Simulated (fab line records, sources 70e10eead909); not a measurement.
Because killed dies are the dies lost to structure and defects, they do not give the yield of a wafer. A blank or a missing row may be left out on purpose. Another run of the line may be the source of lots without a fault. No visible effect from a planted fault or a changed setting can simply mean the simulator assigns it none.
A lot that was struck, set against a sound lot + flow nand-harc + 13 out of 1159 route steps
Sound: the wafers L936.1, L936.2, L936.4. The struck wafers were L932.1, L932.4. Last of all comes the cause.
Each step with rows lists, per side, the tool, then ch with its chambers, then its first start. Under that, the readings that differ: sound wafers + struck wafers + difference of the means + sigmas: that difference in standard deviations of wafers without a fault.
alike: same words and numbers on both sides, and readings whose means sit less than 2 such deviations apart. not compared: any withheld reading, any reading some wafer has no value for, any bound like >300 that may hide the same value, and any number with overlapping values for which the record gives no deviation.
The two part at a step that has a row with sigmas, a row that says differs or no value, or rows on one side only. Numbers that don't overlap but have no deviation are shown without sigmas and don't part them. A reading missing from all wafers of one side parts the sides only when that side holds two or more wafers.

NHARC_A_SOURCE_PLATE_THK_MEAS_06: measures by ellipsometry.
  sound on film-metro-02 at day 10 17:22; struck on film-metro-02 at day 9 12:44
| reading     | sound             | struck      | difference | sigmas |
|-------------|-------------------|-------------|------------|--------|
| thk-nm (nm) | 196.0 196.9 196.8 | 203.3 204.8 | +7.5       | +3     |
NHARC_A_SOURCE_PLATE_INSPECT_08:
  sound on defect-inspect-01 at day 10 17:26; struck on defect-inspect-02 at day 9 12:51
  alike: raw-defect-count
then, no rows for these wafers at 1 step: NHARC_A_ONON_D1_DEP_00 (target thk 1000 nm).
NHARC_A_ONON_D1_THK_MEAS_02: measures by ellipsometry.
  sound on film-metro-02 at day 10 18:01; struck on film-metro-02 at day 9 13:25
  alike: thk-nm
then, no rows for these wafers at 1 step: NHARC_A_ONON_D1_DEP_03 (target thk 1000 nm).
NHARC_A_ONON_D1_THK_MEAS_05: measures by ellipsometry.
  sound on film-metro-02 at day 10 18:35; struck on film-metro-01 at day 9 14:01
  alike: thk-nm
then, no rows for these wafers at 1 step: NHARC_A_ONON_D1_DEP_06 (target thk 1000 nm).
NHARC_A_ONON_D1_THK_MEAS_08: measures by ellipsometry.
  sound on film-metro-01 at day 10 19:08; struck on film-metro-02 at day 9 14:35
  alike: thk-nm
then, no rows for these wafers at 1 step: NHARC_A_ONON_D1_DEP_09 (target thk 1000 nm).
NHARC_A_ONON_D1_THK_MEAS_11: measures by ellipsometry.
  sound on film-metro-01 at day 10 19:44; struck on film-metro-01 at day 9 15:10
| reading     | sound         | struck    | difference | sigmas |
|-------------|---------------|-----------|------------|--------|
| thk-nm (nm) | 998 1000 1000 | 1019 1022 | +21        | +2     |
NHARC_A_ONON_D1_DEP_12: target thk 1000 nm.
  sound on pecvd-onon-02 ch 0, day 10 19:47; struck on pecvd-onon-03 ch 0, day 9 15:13
  alike: sih4-flow-sccm
NHARC_A_ONON_D1_THK_MEAS_14: measures by ellipsometry.
  sound on film-metro-02 at day 10 20:18; struck on film-metro-02 at day 9 15:45
| reading     | sound          | struck    | difference | sigmas |
|-------------|----------------|-----------|------------|--------|
| thk-nm (nm) | 1006 1008 1007 | 1094 1098 | +89        | +10    |
then, 1 step without rows for these wafers: NHARC_A_ONON_D1_ANNEAL_15 (time 3600 s).

## WHERE THEY PART
Last at NHARC_A_ONON_D1_THK_MEAS_14 as far as this record goes, first at NHARC_A_SOURCE_PLATE_THK_MEAS_06.

WHY: the cause the simulator had injected
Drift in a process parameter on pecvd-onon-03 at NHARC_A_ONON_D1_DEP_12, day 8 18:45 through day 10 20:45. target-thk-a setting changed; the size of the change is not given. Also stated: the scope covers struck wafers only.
